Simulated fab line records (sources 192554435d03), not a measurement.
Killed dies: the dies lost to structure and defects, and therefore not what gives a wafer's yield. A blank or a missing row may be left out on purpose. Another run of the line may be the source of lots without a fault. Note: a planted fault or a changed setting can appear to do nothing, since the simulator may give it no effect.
fab line records ; flow n5Finfet
record lots=4; wafers=12; lastDay=20
route steps=1938 shown FIN_SAQP@135 FIN_CUT@154 BEOL_M4@1111 PASSIVATION@1936
lots that met no fault: taken from a fault-free run of the same line
startH: start of the lot's first displayed wafer, in hours after the record's first day ; waitH: how many hours have passed since the lot's step before this one ; " repeats the value in the row above ; L1.1+2: a row that stands for several wafers ; - no value, or no start was given ; * or withheld: withheld ; < > ~ a bound
route shown NAME@n: a module of which the file shows steps, and the number in the route of the first ; usual: the fault-free wafers' mean and standard deviation ; same: alike in all rows ; chamber/n: place in a boat ; sites: the reading at each site ; _std_site: the standard deviation of these ; _edge_site: mean of outer sites minus mean of inner sites ; radiusMm: how far each site lies from the wafer's centre ; mask NAME#n: copy n ; behind: tool/chamber where the wafer was last shaped ; hold: what put the lot on hold/how long, in hours/how the hold closed ; device: transistor that didn't switch, given as n, p or np ; end of line: at the end of the route, the tests of the same wafers ; for a step that has no rows: nothing shown but its recipe ; killed: count of dies lost to structure and defects at first sort (not the wafer's yield) ; map: per-die view of a wafer (x killed, . not killed, _ where there is no die)
set.NAME: the setting that was run; set.NAME@STEP: the one run at that earlier step ; model.NAME: the simulator's own value behind a step, which no gauge read
lots at selected steps of the route; one table per step, one row per wafer
services: a tool's chamber out of use, with start hour (startH, from the record's first day; less than 0 if before it), hours out, and reason
## steps
# step N5_FIN_SAQP_ETCH_67
# recipe chemistry=CH3F/O2; target=SiNx; targetDepthA=300; maskMaterial=SOC; pressureMtorr=30; sourceW=395; biasW=73; Ar_flow_sccm=150; CH3F_flow_sccm=30; O2_flow_sccm=20; ionEnergyEv=120
# step N5_FIN_SAQP_STRIP_70
# recipe chemistry=N2/H2; powerW=500; tempC=40; pressureMtorr=50; rfFrequencyHz=6e+07; overashFraction=0.3; biasPowerW=28; h2Frac=0.5; n2FlowSccm=300; h2FlowSccm=300
# step N5_FIN_SAQP_RECESS_71
# recipe chemistry=HF/NH3; target=SiO2; targetDepthA=30; afsCycles=1; tempC=30; sublimationTempC=180; sublimationTimeS=60
# step N5_FIN_SAQP_SPACER2_ALD_28
# recipe material=SiO2; targetThkA=81; tempC=300; aldPrecursorFamily=BDEAS; aldCoReactant=O2-plasma; pulseTimeS=1; purgeTimeS=2; coReactantPurgeTimeS=2; pressureTorr=2
# step N5_FIN_SAQP_SPACER2_ETCHBACK_29
# recipe chemistry=CHF3/O2; mode=anisotropicEtchback; target=SiO2; targetDepthA=122; timeS=6.1; pressureMtorr=30; sourceW=650; biasW=170; Ar_flow_sccm=200; CHF3_flow_sccm=50; O2_flow_sccm=5; ionEnergyEv=200
# step N5_FIN_SAQP_MANDREL2_REMOVE_60
# recipe chemistry=HBr/Cl2/O2; btTimeS=10; target=a-Si; stopOn=SiNx; endpoint=OES-SiCl; overEtchFrac=1; icpW=600; biasW=22; HBr_flow_sccm=150; Cl2_flow_sccm=80; O2_flow_sccm=5; pressureMtorr=10
# step N5_FIN_SAQP_HM_OPEN_33
# recipe chemistry=CH3F/O2; target=SiNx; maskMaterial=SiO2; targetDepthA=494; timeS=70.6; pressureMtorr=30; sourceW=395; biasW=73; Ar_flow_sccm=150; CH3F_flow_sccm=30; O2_flow_sccm=20; ionEnergyEv=120; ends=cleared
# step N5_FIN_SAQP_ETCH_34
# recipe chemistry=C4F6/O2; target=SiO2; targetDepthA=450; timeS=15; ionEnergyEv=250; pressureMtorr=30; sourceW=345; biasW=185; Ar_flow_sccm=300; C4F6_flow_sccm=10; O2_flow_sccm=10; ends=cleared
# step N5_FIN_SAQP_STRIP_77
# recipe chemistry=N2/H2; timeS=90; powerW=100; tempC=40; pressureMtorr=100; rfFrequencyHz=6e+07; biasPowerW=3; n2FlowSccm=300; h2FlowSccm=300
# step N5_FIN_SAQP_ETCH_64
# recipe chemistry=CF4; target=SiO2; targetDepthA=15; ionEnergyEv=350; pressureMtorr=10; icpW=800; biasW=400; cf4FlowSccm=80
# step N5_FIN_SAQP_FIN_ETCH_36
# recipe chemistry=HBr/Cl2/O2; targetDepthA=1200; maskMaterial=SiNx; timeS=50.4; biasW=102; pressureMtorr=10; icpW=800; HBr_flow_sccm=150; Cl2_flow_sccm=80; O2_flow_sccm=12
# usual drypumpMotorCurrentA=6.0/0.54; oesProductAu=1.006/0.017; throttleValvePct=36.11/0.26
lot.wafer;tool;chamber;startH;waitH;drypumpMotorCurrentA;oesProductAu;rfHoursCounterH;throttleValvePct
L844.2;rieSi-01;3;74.64;0.0;6.7;1.004;173;36.17
L844.5;rieSi-01;2;74.64;0.0;5.5;1.040;-;36.34
L844.6;rieSi-01;1;74.64;0.0;6.8;0.990;-;36.20
L855.2;rieSi-01;1;142.12;0.0;6.8;0.992;64;36.22
L855.4;rieSi-01;3;142.12;0.0;6.7;0.984;174;36.20
L855.6;rieSi-01;2;142.12;0.0;5.5;1.031;-;36.33
L857.3;rieSi-01;1;155.22;0.0;6.7;0.984;64;36.24
L857.5;rieSi-01;3;155.22;0.0;6.7;1.007;-;36.16
L857.6;rieSi-01;2;155.22;0.0;5.5;1.025;-;36.35
L859.1;rieSi-02;1;164.88;0.0;6.1;1.003;13;36.08
L859.2;rieSi-02;3;164.88;0.0;5.6;0.990;92;36.10
L859.3;rieSi-02;0;164.88;0.0;5.2;1.026;10;36.31
# step N5_FIN_SAQP_PRECLEAN_38
# recipe chemistry=O3/DIW; timeS=45; tempC=22; o3Ppm=10
# step N5_FIN_SAQP_PRECLEAN_45
# recipe chemistry=dHF; timeS=10; dilution=500:1; tempC=25
# step N5_FIN_SAQP_SRD_39
# recipe dry=ipaMarangoni; timeS=30; tempC=23; rinseLiquid=diw
# step N5_FIN_SAQP_INSPECT_40
# recipe inspectInstrument=brightfield; mode=aei
# usual rawDefectCount=222/64
lot.wafer;tool;chamber;startH;waitH;rawDefectCount
L844.2;defectInspect-02;-;74.90;0.0;105
L844.5;defectInspect-02;-;74.90;0.0;193
L844.6;defectInspect-02;-;74.90;0.0;188
L855.2;defectInspect-01;-;142.37;0.0;178
L855.4;defectInspect-01;-;142.37;0.0;176
L855.6;defectInspect-01;-;142.37;0.0;499
L857.3;defectInspect-01;-;155.48;0.0;237
L857.5;defectInspect-01;-;155.48;0.0;188
L857.6;defectInspect-01;-;155.48;0.0;536
L859.1;defectInspect-01;-;165.13;0.0;274
L859.2;defectInspect-01;-;165.13;0.0;263
L859.3;defectInspect-01;-;165.13;0.0;198
# step N5_FIN_CUT_COAT_18
# recipe resist=SOC; tempC=250; timeS=60; spinRpm=1500; resistThkNm=230
# step N5_FIN_CUT_COAT_19
# recipe resist=SiARC; tempC=220; timeS=60; spinRpm=1500; resistThkNm=20
# step N5_FIN_CUT_COAT_29
# recipe resist=underlayer; tempC=205; timeS=60; spinRpm=1500; resistThkNm=10
# step N5_FIN_CUT_COAT_02
# recipe resist=CAR-EUV; spinRpm=1500; resistThkNm=30
# step N5_FIN_CUT_EBR_04
# recipe solvent=PGMEA; ebrWidthMm=1.5
# step N5_FIN_CUT_SOFTBAKE_03
# recipe tempC=110; timeS=60; resist=CAR-EUV
# step N5_FIN_CUT_EXPOSE_05
# recipe maskId=FIN_CUT; na=0.33; sourceShape=annular; sigmaInner=0.35; sigmaOuter=0.8; polarization=unpolarized; doseMj=45.75
# step N5_FIN_CUT_PEB_06
# recipe pebTempC=100; pebTimeS=60; resist=CAR-EUV
# step N5_FIN_CUT_DEVELOP_07
# recipe developTimeS=30; developer=TMAH; resist=CAR-EUV; rinseLiquid=surfactantRinse; dry=airSpin; devTempC=23
# step N5_FIN_CUT_INSPECT_10
# recipe mode=adi; inspectInstrument=brightfield
# usual rawDefectCount=42/11
lot.wafer;tool;chamber;startH;waitH;rawDefectCount
L844.2;defectInspect-02;-;75.29;0.0;27
L844.5;defectInspect-02;-;75.29;0.0;48
L844.6;defectInspect-02;-;75.29;0.0;43
L855.2;defectInspect-01;-;142.76;0.0;49
L855.4;defectInspect-01;-;142.76;0.0;40
L855.6;defectInspect-01;-;142.76;0.0;343
L857.3;defectInspect-01;-;167.18;0.0;43
L857.5;defectInspect-01;-;167.18;0.0;21
L857.6;defectInspect-01;-;167.18;0.0;327
L859.1;defectInspect-01;-;167.44;0.1;44
L859.2;defectInspect-01;-;167.44;0.1;50
L859.3;defectInspect-01;-;167.44;0.1;38
# step N5_FIN_CUT_DESCUM_13
# recipe chemistry=O2; timeS=7; sourcePowerW=50; biasPowerW=20; pressureMtorr=20; rfFrequencyHz=2.712e+07; tempC=40; resist=CAR-EUV; o2FlowSccm=225
# step N5_BEOL_M4_RC_MEAS_101
# usual DIBL_N=36.5/1.2; DIBL_P=36.5/1.6; IOFF_N=0.162/0.023; IOFF_P=0.221/0.03; ION_N=678/8; ION_P=466/6.3; SS_N=71.6/0.46; SS_P=73.3/0.57; VT_N=249.2/2.6; VT_P=-249/3.3
lot.wafer;tool;chamber;startH;waitH;DIBL_N[mV/V];DIBL_P[mV/V];IOFF_N[nA/um];IOFF_P[nA/um];ION_N[uA/um];ION_P[uA/um];SS_N[mV/dec];SS_P[mV/dec];VT_N[mV];VT_P[mV]
L844.2;prober-02;0;257.49;0.2;36.9;37.1;0.175;0.222;688;464;71.4;73.4;249.1;-249
L844.5;prober-02;0;257.49;0.2;36.6;37.1;0.172;0.214;688;464;71.4;73.7;248.2;-254
L844.6;prober-02;0;257.49;0.2;36.4;36.7;0.159;0.211;670;462;71.0;73.2;250.0;-252
L855.2;prober-02;0;324.31;0.2;37.0;36.9;0.177;0.254;684;472;71.3;73.1;247.8;-245
L855.4;prober-02;0;324.31;0.2;37.1;37.4;0.184;0.257;686;476;71.3;72.9;246.6;-245
L855.6;prober-02;0;324.31;0.2;39.0;39.8;0.244;0.318;707;482;71.8;74.6;244.1;-244
L857.3;prober-02;0;361.84;0.3;35.3;34.2;0.128;0.175;664;456;70.1;72.8;250.6;-257
L857.5;prober-02;0;361.84;0.3;36.8;36.3;0.149;0.200;668;463;71.1;72.9;251.3;-252
L857.6;prober-02;0;361.84;0.3;36.7;36.7;0.161;0.210;683;465;71.8;73.6;251.0;-253
L859.1;prober-02;0;367.40;0.0;38.7;37.2;0.188;0.232;680;459;71.8;73.9;247.1;-250
L859.2;prober-02;0;367.40;0.0;39.2;38.0;0.191;0.254;684;467;71.3;74.5;246.4;-248
L859.3;prober-02;0;367.40;0.0;39.6;38.2;0.197;0.256;686;471;71.9;74.1;247.0;-246
# step N5_PASSIVATION_PROBE_49
# usual defectLimitedYield=91.2/1.3; killed_at_M0_to_M3=34/9.2; killed_at_M4_up=14/5; killedAtContacts=13/6.7; killedAtFrontEnd=39/12; killedAtOther=4/3.3; killedDies=104/15; killedOpen=68/12; killedShort=34/7.5; sort_bin_5_function=5.2/0.87; sort_bin_6_memory=3.3/0.63; sortNPass=1076/15; sortYieldPct=91.2/1.3
# same grossDies=1180; killedAtBackSide=0; sort_bin_4_leakage[%]=0; sort_bin_8_speed[%]=0
lot.wafer;tool;chamber;startH;waitH;defectLimitedYield[%];killed_at_M0_to_M3;killed_at_M4_up;killedAtContacts;killedAtFrontEnd;killedAtOther;killedDies;killedOpen;killedShort;sort_bin_5_function[%];sort_bin_6_memory[%];sortNPass;sortYieldPct[%]
L855.6;prober-01;-;435.86;0.3;84.7;32;22;14;108;4;180;56;28;9.6;3.9;1000;84.7
L857.6;prober-01;-;461.78;0.3;82.4;55;15;5;130;3;208;68;36;11.9;4.4;972;82.4
# killed by level:class
L855.6 FIN_SAQP:unspecified=95 BEOL_M4:geometricParticle:open=13 BEOL_M0_SAQP:geometricParticle:open=9 MOL_CONTACT_COAG:geometricParticle:open=8 BEOL_M0_SAQP:geometricParticle:short=8 BEOL_M1:geometricParticle:open=8 MOL_CONTACT_COAG:geometricParticle:short=6 BEOL_M3:geometricParticle:open=4
L857.6 FIN_SAQP:unspecified=100 BEOL_M0_SAQP:geometricParticle:short=16 BEOL_M0_SAQP:geometricParticle:open=15 FIN_SAQP:geometricParticle:open=11 BEOL_M2:geometricParticle:open=9 BEOL_M3:geometricParticle:open=9 STI_FIN_REVEAL:geometricParticle:open=7 BEOL_M4:geometricParticle:open=6
# map L855.6 (x killed, . not)
_________________.......x..x.________________
______________.........x........_____________
___________xx...........x........x.__________
__________.........x.............x.._________
________........x....................._______
_______................................______
______...............x..........x......._____
_____................x...................____
____....................x..............x..___
___.................x...........xx...x....x__
___...x........................x...........__
__...................x.........x............_
__x...........xx...............x............_
_..x..........x....................x........x
_..........................x....x............
_..x.......x................x................
_..............x..............x..............
_.......x...........................x......x.
_.x..x...x.x.................................
_.....x....x...............x....x..x.....x...
_...x..x...............x..x..................
__.........xx..............xxxxxx..........._
__.......x..........x....x..xx.xx....x......_
___............x........xxxxxx..x..........__
___.........x...........xxxxxxxxx..........__
____.....x......x..x...xxxxxxxxxxxx.x.....___
_____........x..........xxxxxxxxxxx...x..____
______.............x.xxxxxxxxxxxxxx....._____
_______.............x.xxxxxxxxxx..x.x..______
________......x........xxxxxxxxxx.x..x_______
__________...x...x.....xx..x.xx...x._________
___________.x..x........x..xxxx.xx.__________
______________...........x....x._____________
_________________....x.......________________
# map L857.6 (x killed, . not)
_________________...xx.......________________
______________...x.......x......_____________
___________.x.....x.........x......__________
__________.........................._________
________.x..x.xx...x..........x..x...._______
_______.....x...x.x.............x......______
______.......x.................x........_____
_____...............x..x........x.....x..____
____.....................x.......x........___
___......x...x...xx.......x................__
___..x..x......x.......x...x......x........__
__x...xx..x.................x..............._
__..xx.x.......................x............_
_x.......................x.x..x.x............
_...................xx...x....x........x.....
_................x...x......x.......x........
_...........................................x
_...x.x.....x.................x...x.....x....
_x....................x.x...x.x.x............
_....x.......x..x.......................xx...
_.......................x.................x..
__.........x......x.......x.x.xxx..........._
__..................x...x.xxxxxx............_
___...................xx.xxxxxxxxx.........__
___.....x..............x.xxxxxxxxx......x..__
____.......x..........xxxxxxxxxxxxx.x.....___
_____....x..x....x.....xxxxxxxxxxx.......____
______.x.......x.......xxxxxxxxxxx......_____
_______................x.xxxxxxxxxx.x..______
________.x.....x.......xxxxxxxxxxx...._______
__________.............x.xxxx.x.xx.._________
___________........x..xxx.xxxx...xx__________
______________...x...x...x.....x_____________
_________________..........x.________________
## services
tool;chamber;startH;hours;kind
rieSi-02;0;58.77;24.3;repair
rieSi-01;-;94.55;1.6;repair
rieSi-01;-;97.24;0.1;repair
rieSi-01;3;109.37;7.2;repair
rieSi-02;-;135.87;4.0;pm
## key
firstSign step=N5_FIN_SAQP_INSPECT_40; reading=rawDefectCount; direction=up; sigmas=4.6; usual=222; struck=518
effect step=N5_FIN_CUT_INSPECT_10; reading=rawDefectCount; direction=up; sigmas=26; usual=42; struck=335
effect step=N5_PASSIVATION_PROBE_49; reading=killedAtFrontEnd; direction=up; sigmas=6.5; usual=39; struck=119
moreKillsBornAt N5_FIN_SAQP_FIN_ETCH_36@rieSi-01=195
metAt N5_FIN_SAQP_FIN_ETCH_36
struckWafers L855.6,L857.6
onsetBetween 74.64 142.12
fault kind=chamberParticleSource; tool=rieSi-01; chamber=2; onsetH=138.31; steps=N5_FIN_SAQP_FIN_ETCH_36; ratePerVisitCm2=0.46187
